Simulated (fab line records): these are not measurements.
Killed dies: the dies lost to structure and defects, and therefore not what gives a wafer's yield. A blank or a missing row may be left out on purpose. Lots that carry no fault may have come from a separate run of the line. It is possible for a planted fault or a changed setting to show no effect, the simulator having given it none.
Code-filled problem report in 8D (eight disciplines) form / flow n5Finfet / the parts of the form that need people (team, actions taken, sign-off) are left out

## 1. THE PROBLEM
Wafers without a fault read 44.90, standard deviation 0.048; exposureDoseMJCm2 at N5_BEOL_M6_EXPOSE_25 reads a mean of 45.54 on 6 wafers belonging to 2 lots. That is +13 standard deviations from the usual mean.
The step: exposes mask V5, target cd 40 nm.
First observed at day 10 14:39: wafer L137.2, on euvScanner-01. The record holds 12 wafers of 4 lots with a number at this step. Rule for "out", or "out of limits": more than 4 standard deviations from the usual mean. The rest of the wafers with a number are treated as sound.

## 2. WHAT IT IS, WHAT IT ISN'T
question=which readings at this step | is=exposureDoseMJCm2 | is not=reticleTempC
question=which lots | is=L137, L138 | is not=L132, L143
question=which wafers of those lots | is=all that have a number | is not=-
question=read on which tools | is=euvScanner-01 | is not=euvScanner-02
question=when | is=from day 10 14:39 | is not=up to then (3 sound wafers); but 3 sound wafers of L143 came after

## 3. THE SUSPECTS, EACH WITH WHAT RULES IT OUT
Counting: a tool stays on the suspect list if, at a process step up to the reading, it processed all lots that are out and no sound lot following the first of them.
- euvScanner-01 at N5_BEOL_M6_EXPOSE_25 (exposes mask V5, target cd 40 nm): kept. It processed each lot that is out, first L137 at day 10 14:39, and no sound lot thereafter; up to then, the last sound lot it processed was L132 at day 9 05:16. Its own readings are out on those wafers: exposureDoseMJCm2.
After counting, what remains is euvScanner-01 at N5_BEOL_M6_EXPOSE_25.

## 4. THE CAUSE (what the simulator had put in)
Process parameter drift: euvScanner-01, from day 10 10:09 on, at N5_BEOL_M6_EXPOSE_25. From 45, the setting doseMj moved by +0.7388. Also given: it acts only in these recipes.
The count eliminated every tool but this one.

## 5. THE EFFECT CHAIN, in route order
Rows list readings where the struck wafers' mean (over those with a number) sits beyond 3 standard deviations from the usual. Only readings whose record carries a usual standard deviation are examined. hours: median over the lots of the time between each lot's start at the first step of this table that gives one and its start at this step. sigmas: the change, counted in usual standard deviations.
hours=0; step=N5_BEOL_M6_EXPOSE_25; reading=exposureDoseMJCm2; usual=44.90; on struck wafers=45.54; change=+0.64; sigmas=+13
Its process steps:
- N5_BEOL_M6_EXPOSE_25: exposes mask V5, target cd 40 nm.

## 6. WHAT WOULD HAVE CAUGHT IT SOONER
In this record the first reading out of limits was taken at day 10 14:39, 4 hours after the fault began at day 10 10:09.
